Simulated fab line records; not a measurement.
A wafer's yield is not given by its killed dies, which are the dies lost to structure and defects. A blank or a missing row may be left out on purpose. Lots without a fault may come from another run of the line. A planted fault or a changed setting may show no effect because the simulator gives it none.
The same fault as seen by 2 desks | flow n5-finfet | only its own numbers are on each desk; what lay behind them is given at the end

## AT THE METROLOGY DESK
What the gauges read for every lot (on any tool): the sampled wafers with a number, averaged. The brackets show how far a lot's mean lies from the usual mean; more than 4 standard deviations puts the lot out of limits, marked OUT. 7 of its 11 readings are shown, namely those furthest out on some lot.
Columns: A = thk-nm at N5_BEOL_M0_SAQP_THK_MEAS_05, usual 59.8 nm; B = DIBL_N at N5_BEOL_M4_RC_MEAS_101, usual 36.0 mV/V; C = DIBL_P at N5_BEOL_M4_RC_MEAS_101, usual 36.2 mV/V; D = IOFF_N at N5_BEOL_M4_RC_MEAS_101, usual 0.155 nA/um; E = ION_N at N5_BEOL_M4_RC_MEAS_101, usual 674 uA/um; F = VT_N at N5_BEOL_M4_RC_MEAS_101, usual 250.0 mV; G = VT_P at N5_BEOL_M4_RC_MEAS_101, usual -251 mV
lot  | first seen here | A    | B    | C    | D     | E   | F     | G
L685 | day 5 13:49     | 59.3 | 34.0 | 33.6 | 0.111 | 657 | 255.0 | -254
L687 | day 6 20:53     | 59.9 | 36.3 | 35.9 | 0.153 | 677 | 250.7 | -252
L692 | day 7 15:35     | 59.6 | 37.1 | 37.5 | 0.155 | 671 | 249.8 | -253
L693 | day 7 21:52     | 60.3 | 35.4 | 36.5 | 0.151 | 672 | 251.0 | -251
L695 | day 8 14:31     | 60.0 | 37.8 | 39.4 | 0.200 | 685 | 245.1 | -250
L697 | day 9 02:10     | 59.6 | 33.6 | 34.0 | 0.138 | 668 | 249.5 | -251
L699 | day 9 09:05     | 60.7 | 34.7 | 35.9 | 0.143 | 665 | 249.8 | -251
L700 | day 9 18:29     | 59.8 | 37.0 | 35.7 | 0.167 | 676 | 246.4 | -245
L701 | day 9 20:44     | 61.4 | 36.9 | 36.6 | 0.155 | 670 | 250.6 | -252
This desk's finding: nothing out of limits on any of the 9 lots.

## AT THE TOOL OWNER'S DESK: pecvd-04
The tool's own readings at N5_BEOL_M0_SAQP_PECVD_04 (deposits a-Si from SiH4/He, target thk 60 nm, time 60.2 s): means of the sampled wafers that have a number, for each lot that ran on this tool. The brackets show how far a lot's mean lies from the usual mean; more than 4 standard deviations puts the lot out of limits, marked OUT.
Columns: A = chamber-pressure-Torr at N5_BEOL_M0_SAQP_PECVD_04, usual 3.001 Torr; B = heater-power-w at N5_BEOL_M0_SAQP_PECVD_04, usual 649 W; C = showerhead-plenum-p-Torr at N5_BEOL_M0_SAQP_PECVD_04, usual 5.67 Torr; D = throttle-valve-pct at N5_BEOL_M0_SAQP_PECVD_04, usual 18.0 %
lot  | first seen here | A     | B   | C    | D
L687 | day 6 20:47     | 3.001 | 661 | 5.66 | 18.1
L693 | day 7 21:46     | 2.996 | 574 | 5.65 | 17.9
L695 | day 8 14:25     | 3.004 | 606 | 5.65 | 18.1
L697 | day 9 02:04     | 3.006 | 663 | 5.66 | 18.2
L699 | day 9 08:59     | 3.004 | 593 | 5.66 | 18.4
L701 | day 9 20:38     | 3.000 | 740 | 5.66 | 18.3
This desk's finding: nothing out of limits on any of the 6 lots.

## BROUGHT TOGETHER
The metrology desk saw nothing out of limits.
The desk of the tool owner found nothing out of limits.

## WHAT WAS PUT IN BY THE SIMULATOR
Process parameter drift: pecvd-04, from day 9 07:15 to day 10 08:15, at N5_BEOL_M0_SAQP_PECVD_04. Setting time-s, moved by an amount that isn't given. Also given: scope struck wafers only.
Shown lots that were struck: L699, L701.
